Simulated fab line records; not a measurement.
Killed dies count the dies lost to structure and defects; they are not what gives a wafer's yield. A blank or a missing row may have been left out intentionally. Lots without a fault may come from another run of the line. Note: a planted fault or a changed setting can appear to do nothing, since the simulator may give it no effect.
Problem report, 8D (eight disciplines) form, completed by code + flow n5 finfet + the parts of the form that need people (team, actions taken, sign-off) are left out

== 1. WHAT IS WRONG ==
Mean of thk nm at N5_SD_EPI_N_EPI_MEAS_23: 52.9 nm across 3 wafers in 2 lots; on wafers with no fault it is 58.8 nm (standard deviation 1.3). Measured from the usual mean, that is -4.6 standard deviations.
First seen on wafer L249.2, day 6 13:07, on film metro-02. Wafers with a number at this step in the record: 24, from 8 lots. Rule for "out" (also "out of limits"): further than 4 standard deviations from the usual mean. The other wafers with a number count as sound.

== 2. WHAT IT IS, AND WHAT IT ISN'T ==
| question                    | is                           | is not                                                                                 |
|-----------------------------|------------------------------|----------------------------------------------------------------------------------------|
| which readings at this step | thk nm                       | -                                                                                      |
| which lots                  | L249, L250                   | L244, L246, L247, L251, L252, L259                                                     |
| which wafers of those lots  | L249.2, L249.3, L250.3       | L249.4, L250.4, L250.5                                                                 |
| read on which gauges        | film metro-01, film metro-02 | -                                                                                      |
| when                        | from day 6 13:07             | up to then (10 sound wafers); but 11 sound wafers of L250, L251, L252, L259 came after |

== 3. SUSPECTS, AND WHAT RULES EACH OUT ==
Counting: any tool at a process step up to the reading remains a suspect provided it ran every lot that is out. Sound lots after the first of them don't rule it out here, since some wafers of a struck lot are sound.
- the gauge at N5_SD_EPI_N_EPI_MEAS_23 is ruled out. The wafers that are out were read on 2 gauges (film metro-01, film metro-02).
- epi rpcvd-03 at N5_SD_EPI_N_EPI_21 (deposits Si:P, time 690 s): kept. Every lot that is out went through it, the first being L249 (day 6 11:13); the last sound lot it ran before that was L247 (day 5 23:03).
After counting, what remains is epi rpcvd-03 at N5_SD_EPI_N_EPI_21.

== 4. THE CAUSE (what the simulator had put in) ==
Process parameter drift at N5_SD_EPI_N_EPI_21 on epi rpcvd-03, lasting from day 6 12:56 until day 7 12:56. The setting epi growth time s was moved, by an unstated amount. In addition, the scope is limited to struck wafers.
After counting, this tool was the only one left.

== 5. THE CHAIN OF EFFECTS, in route order ==
One row per reading whose mean, taken over the struck wafers that have a number, lies over 3 standard deviations from the usual. Scope: only readings with a usual standard deviation given in the record; hours: median across lots of the time from each lot's start at the first step in this table that gives one to its start at this step; sigmas: change in usual standard deviations.
| hours | step                        | reading | usual       | on struck wafers | change | sigmas |
|-------|-----------------------------|---------|-------------|------------------|--------|--------|
| 0     | N5_SD_EPI_N_EPI_MEAS_23     | thk nm  | 58.8 nm     | 52.9             | -5.9   | -4.6   |
| 8     | N5_SD_ACTIVATION_RS_MEAS_03 | RS_SD_N | 22.0 ohm/sq | 24.7             | +2.7   | +8.7   |
| 119   | N5_BEOL_M4_RC_MEAS_101      | REXT_N  | 75.3 ohm.um | 80.1             | +4.8   | +3.2   |
| 119   | N5_BEOL_M4_RC_MEAS_101      | RS_SD_N | 28.5 ohm/sq | 32.0             | +3.5   | +9.8   |

== 6. HOW IT WOULD HAVE BEEN CAUGHT EARLIER ==
Counted from the fault's start at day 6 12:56, it took 0 hours until the first out-of-limits reading at a measuring or inspecting step in this record, taken at day 6 13:07.
Tool readings at N5_SD_EPI_N_EPI_21 with a usual standard deviation given in the record: none out on any struck wafer, hence no alarm at a limit of 4 standard deviations on them.
Lots out: 2; of these, L250 started N5_SD_EPI_N_EPI_21 on epi rpcvd-03 after day 6 13:07. It would have been spared by a hold on the tool at that moment.
